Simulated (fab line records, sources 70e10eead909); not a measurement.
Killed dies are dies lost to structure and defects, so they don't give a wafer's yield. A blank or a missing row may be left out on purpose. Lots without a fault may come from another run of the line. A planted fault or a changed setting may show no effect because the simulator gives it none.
Which tool did it? | flow nand_harc | 13 lots, 39 wafers sampled, at 5 steps of a route of 1302

WHAT THE GAUGES READ, wafer by wafer
NHARC_P_M0_CD_MEAS_16. Usual: cd_nm 90.3 nm, standard deviation 0.73.
lot  | measured     | on        | cd_nm (nm)     | flag
L408 | day 6 05:49  | cd_sem-03 | 89.7 89.9 89.4 |
L409 | day 6 08:01  | cd_sem-03 | 90.1 90.5 90.2 |
L411 | day 7 08:14  | cd_sem-01 | 90.2 90.7 91.0 |
L412 | day 7 14:57  | cd_sem-01 | 90.4 89.1 91.6 |
L413 | day 8 06:45  | cd_sem-01 | 90.3 89.8 90.3 |
L414 | day 9 01:40  | cd_sem-03 | 91.3 90.2 91.2 |
L415 | day 9 02:11  | cd_sem-03 | 89.2 88.8 90.4 |
L416 | day 9 10:52  | cd_sem-03 | 90.1 90.7 90.6 |
L417 | day 10 03:50 | cd_sem-02 | 90.9 90.8 90.3 |
L423 | day 12 15:58 | cd_sem-03 | 90.4 88.5 88.5 |
L424 | day 12 22:29 | cd_sem-03 | 92.4 90.6 89.9 |
L425 | day 13 03:39 | cd_sem-03 | 91.0 90.8 89.5 |
L431 | day 15 12:47 | cd_sem-03 | 90.2 90.3 89.6 |

NHARC_P_M1_CD_MEAS_09: target cd 130 nm. Usual: cd_nm 129.9 nm, standard deviation 0.49.
lot  | measured     | on        | cd_nm (nm)                          | flag
L408 | day 6 09:43  | cd_sem-01 | 130.5 129.3 129.8                   |
L409 | day 6 12:02  | cd_sem-03 | 129.8 130.0 130.8                   |
L411 | day 7 11:56  | cd_sem-02 | 129.7 130.6 129.6                   |
L412 | day 7 18:23  | cd_sem-01 | 129.3 130.6 129.7                   |
L413 | day 8 10:12  | cd_sem-01 | 129.8 128.9 129.3                   |
L414 | day 9 05:05  | cd_sem-03 | 129.9 129.3 129.6                   |
L415 | day 9 05:51  | cd_sem-02 | 129.2 129.7 129.6                   |
L416 | day 9 14:20  | cd_sem-02 | 129.5 129.8 130.9                   |
L417 | day 10 07:25 | cd_sem-03 | 129.3 129.4 129.7                   |
L423 | day 12 19:43 | cd_sem-03 | 131.5 132.3 131.1 131.1 132.2 131.2 | OFF
L424 | day 13 02:05 | cd_sem-03 | 132.4 132.8 132.5 132.1 132.4 132.3 | OFF
L425 | day 13 07:10 | cd_sem-03 | 131.5 131.9 131.9 131.5 132.0 132.2 | OFF
L431 | day 15 16:22 | cd_sem-02 | 129.9 130.0 129.8                   |

NHARC_END_SORT_01. Usual: defect_limited_yield 90.9 %, standard deviation 2.8; killed_at_array 57, standard deviation 20; killed_at_other 1.3, standard deviation 1.4; killed_at_periphery 3.4, standard deviation 2.4; killed_dies 61, standard deviation 19; killed_open 2.9, standard deviation 1.8; killed_short 2.5, standard deviation 1.6.
lot  | measured     | on        | defect_limited_yield (%) | killed_at_array | killed_at_other | killed_at_periphery | killed_dies | killed_open | killed_short | flag
L408 | day 25 01:02 | prober-02 | 96.5 97.0 95.0           | 21 18 31        | 0 1 0           | 3 1 3               | 24 20 34    | 2 1 3       | 2 1 3        |
L411 | day 26 06:37 | prober-02 | 94.1 92.9 93.6           | 36 44 38        | 0 0 0           | 4 4 5               | 40 48 43    | 4 0 4       | 4 3 1        |
L412 | day 25 12:58 | prober-02 | 90.4 89.8 89.8           | 57 64 64        | 1 0 0           | 7 5 5               | 65 69 69    | 3 3 3       | 5 5 1        |
L413 | day 27 04:26 | prober-01 | 92.6 91.4 91.6           | 45 50 50        | 0 4 1           | 5 4 6               | 50 58 57    | 4 3 2       | 3 6 1        |
L417 | day 28 14:09 | prober-01 | 91.4 92.6 92.8           | 52 48 45        | 1 1 2           | 5 1 2               | 58 50 49    | 2 1 2       | 5 4 3        |
L423 | day 30 18:16 | prober-02 | 90.4                     | 64              | 0               | 1                   | 65          | 1           | 2            |
L424 | day 31 16:37 | prober-02 | 88.8 88.2 87.3           | 75 75 82        | 1 0 1           | 0 5 3               | 76 80 86    | 0 7 3       | 2 9 5        |
L425 | day 32 17:53 | prober-01 | 91.3 93.8 92.9           | 46 35 40        | 5 2 2           | 8 5 6               | 59 42 48    | 5 5 4       | 1 3 0        |

WHICH TOOL RAN EACH LOT (tool, then ch and the chambers of the sampled wafers, then the start)
lot  | NHARC_P_M0_ETCH_15                            | NHARC_P_M0_PRE_CLEAN_29
L408 | rie_diel-10 ch 1,2,3, day 6 05:49 or earlier  | pvd_sputter-03, day 6 09:43 or earlier
L409 | rie_diel-10 ch 0,2, day 6 08:01 or earlier    | pvd_sputter-02, day 6 12:02 or earlier
L411 | rie_diel-11 ch 1,2,3, day 7 08:14 or earlier  | pvd_sputter-03, day 7 11:56 or earlier
L412 | rie_diel-10 ch 1,3, day 7 14:57 or earlier    | pvd_sputter-02, day 7 18:23 or earlier
L413 | rie_diel-11 ch 0,2,3, day 8 06:45 or earlier  | pvd_sputter-03, day 8 10:12 or earlier
L414 | rie_diel-11 ch 1,2,3, day 9 01:40 or earlier  | pvd_sputter-03, day 9 05:05 or earlier
L415 | rie_diel-03 ch 0,2, day 9 02:11 or earlier    | pvd_sputter-02, day 9 05:51 or earlier
L416 | rie_diel-11 ch 0,1, day 9 10:52 or earlier    | pvd_sputter-03, day 9 14:20 or earlier
L417 | rie_diel-10 ch 1,2, day 10 03:50 or earlier   | pvd_sputter-01, day 10 07:25 or earlier
L423 | rie_diel-03 ch 1,2,3, day 12 15:58 or earlier | pvd_sputter-01, day 12 19:43 or earlier
L424 | rie_diel-10 ch 0,1,2, day 12 22:29 or earlier | pvd_sputter-01, day 13 02:05 or earlier
L425 | rie_diel-10 ch 0,1,3, day 13 03:39 or earlier | pvd_sputter-02, day 13 07:10 or earlier
L431 | rie_diel-10 ch 2,3, day 15 12:47 or earlier   | pvd_sputter-03, day 15 16:22 or earlier
- NHARC_P_M0_ETCH_15: etches the open film in C4F8/Ar, target depth 150 nm, overetch 15 nm, time 82.5 s.
- NHARC_P_M0_PRE_CLEAN_29: time 30 s.

WHAT THE TOOLS THEMSELVES READ (means of the sampled wafers that have a number; where no wafer has one, the mark that the record gives instead)
NHARC_P_M0_ETCH_15. Usual: oes_product_au 0.956 a.u., standard deviation 0.019; rf_vpp_V 441.3 V, standard deviation 2.5.
lot  | tool        | oes_product_au (a.u.) | rf_vpp_V (V) | flag
L408 | rie_diel-10 | 0.943                 | 442.7        |
L409 | rie_diel-10 | 0.975                 | 443.0        |
L411 | rie_diel-11 | 0.958                 | 440.3        |
L412 | rie_diel-10 | 0.953                 | 441.2        |
L413 | rie_diel-11 | 0.964                 | 440.8        |
L414 | rie_diel-11 | 0.959                 | 440.8        |
L415 | rie_diel-03 | 0.985                 | 440.5        |
L416 | rie_diel-11 | 0.963                 | 441.3        |
L417 | rie_diel-10 | 0.918                 | 443.1        |
L423 | rie_diel-03 | 0.922                 | 442.4        |
L424 | rie_diel-10 | 0.971                 | 442.0        |
L425 | rie_diel-10 | 0.967                 | 441.5        |
L431 | rie_diel-10 | 0.947                 | 441.9        |

NHARC_P_M0_PRE_CLEAN_29. Usual: heater_power_w 396 W, standard deviation 39.
lot  | tool           | heater_power_w (W) | flag
L408 | pvd_sputter-03 | 414                |
L409 | pvd_sputter-02 | 421                |
L411 | pvd_sputter-03 | 414                |
L412 | pvd_sputter-02 | 379                |
L413 | pvd_sputter-03 | 418                |
L414 | pvd_sputter-03 | 405                |
L415 | pvd_sputter-02 | 372                |
L416 | pvd_sputter-03 | 412                |
L417 | pvd_sputter-01 | 402                |
L423 | pvd_sputter-01 | 347                |
L424 | pvd_sputter-01 | 344                |
L425 | pvd_sputter-02 | 373                |
L431 | pvd_sputter-03 | 387                |

THE ANSWER, worked out from the rows above alone
Rule: a lot is off if the mean of its wafers that have a number lies more than 3 standard deviations from the usual mean. A lot without any number at a reading at which 4 lots or more have one is off too. The other lots that the step has rows for count as sound. The gauges are gone through in route order, then the tools' own readings, and for those a lot's mean is taken as printed above. The first step at which some lot is off is used, and at that step the reading that is off furthest; a lot without a number counts as furthest.
Off: L423, L424, L425, at NHARC_P_M1_CD_MEAS_09 (cd_nm).
A tool fits if, at a process step before that reading, it ran every lot that is off, and no sound lot after the first of them. The gauges at NHARC_P_M1_CD_MEAS_09 are tried like those tools. NHARC_P_M0_ETCH_15 gives no start for some lots, so the hours and the order of its lots are those of NHARC_P_M0_CD_MEAS_16. NHARC_P_M0_PRE_CLEAN_29 gives no start for some lots, so the hours and the order of its lots are those of NHARC_P_M1_CD_MEAS_09. One fits: cd_sem-03 at NHARC_P_M1_CD_MEAS_09. Its last sound lot is L417 (day 10 07:25), its first lot that is off L423 (day 12 19:43): a fault that began between those two fits.

WHAT THE SIMULATOR HAD PUT IN
Metrology matching offset: cd_sem-03, from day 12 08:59 on, at NHARC_P_M1_CD_MEAS_09. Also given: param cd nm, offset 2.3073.
Lots struck among those shown: L423, L424, L425. The rule above found the same.
